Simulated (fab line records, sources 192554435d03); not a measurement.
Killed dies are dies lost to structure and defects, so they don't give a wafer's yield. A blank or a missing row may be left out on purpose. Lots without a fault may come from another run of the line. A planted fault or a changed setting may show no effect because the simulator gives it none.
Split-lot experiment | flow n5_finfet | 7 lots, 21 wafers read, on a route of 1938 steps

THE SPLIT
At N5_DUMMY_GATE_COAT_28 (time 60 s, resist thk 10 nm), the setting spin_rpm was moved away from the recipe's 1500 rpm on 3 of the 21 wafers read, by -5.7% to +8.7%. The other wafers ran this setting at the recipe's value.

The reading is taken at the split's own step.

THE READING
underlayer_of_DUMMY_GATE_COAT_28.thk_nm (the simulator's own value, which no gauge read), in nm, at N5_DUMMY_GATE_COAT_28 (time 60 s, resist thk 10 nm). The file gives no usual value for it.

wafer  | tool, chamber at the split | spin_rpm as run, rpm | against the recipe | underlayer_of_DUMMY_GATE_COAT_28.thk_nm, nm | against lot-mates on the recipe
L076.2 | litho_track-03, 0          | 1500                 | recipe             | 10                                          | -
L076.4 | litho_track-03, 0          | 1500                 | recipe             | 10                                          | -
L076.5 | litho_track-03, 0          | 1500                 | recipe             | 10                                          | -
L078.2 | litho_track-04, 0          | 1500                 | recipe             | 10                                          | -
L078.3 | litho_track-04, 0          | 1500                 | recipe             | 10                                          | -
L078.4 | litho_track-04, 0          | 1500                 | recipe             | 10                                          | -
L079.4 | litho_track-02, 0          | 1500                 | recipe             | 10                                          | -
L079.5 | litho_track-02, 0          | 1500                 | recipe             | 10                                          | -
L079.6 | litho_track-02, 0          | 1500                 | recipe             | 10                                          | -
L081.1 | litho_track-02, 0          | 1415                 | -5.7%              | 10.4                                        | +0.4
L081.2 | litho_track-02, 0          | 1500                 | recipe             | 10                                          | -
L081.6 | litho_track-02, 0          | 1500                 | recipe             | 10                                          | -
L083.3 | litho_track-04, 0          | 1500                 | recipe             | 10                                          | -
L083.4 | litho_track-04, 0          | 1630                 | +8.7%              | 9.6                                         | -0.4
L083.5 | litho_track-04, 0          | 1630                 | +8.7%              | 9.6                                         | -0.4
L084.2 | litho_track-04, 0          | 1500                 | recipe             | 10                                          | -
L084.3 | litho_track-04, 0          | 1500                 | recipe             | 10                                          | -
L084.6 | litho_track-04, 0          | 1500                 | recipe             | 10                                          | -
L096.2 | litho_track-03, 0          | 1500                 | recipe             | 10                                          | -
L096.4 | litho_track-03, 0          | 1500                 | recipe             | 10                                          | -
L096.5 | litho_track-03, 0          | 1500                 | recipe             | 10                                          | -

THE FIT
A straight line over all 21 wafers: underlayer_of_DUMMY_GATE_COAT_28.thk_nm changes by -0.0511 nm for each +1% of spin_rpm; r = -0.99; the points scatter about the line by 0.027 nm.
The same after taking each lot's own level away (the mean of its wafers on the recipe; 21 wafers): -0.0511 nm for each +1%; r = -0.99; scatter 0.027 nm.
On that fit, the largest move of spin_rpm shifts the reading by 0.44 nm.
The lots' own levels span 10.00 to 10.00 nm.
So the lot-to-lot level changes the slope little: the two slopes agree.
Check: with one of the wafers moved furthest among these (+8.7%) left out of the fit, the line predicts -0.457 nm for it against its lot-mates. It came out at -0.4 nm against them.

THE FILE'S OWN FIT
underlayer_of_DUMMY_GATE_COAT_28.thk_nm changes by -0.0535 nm for each +1% of spin_rpm, r = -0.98.
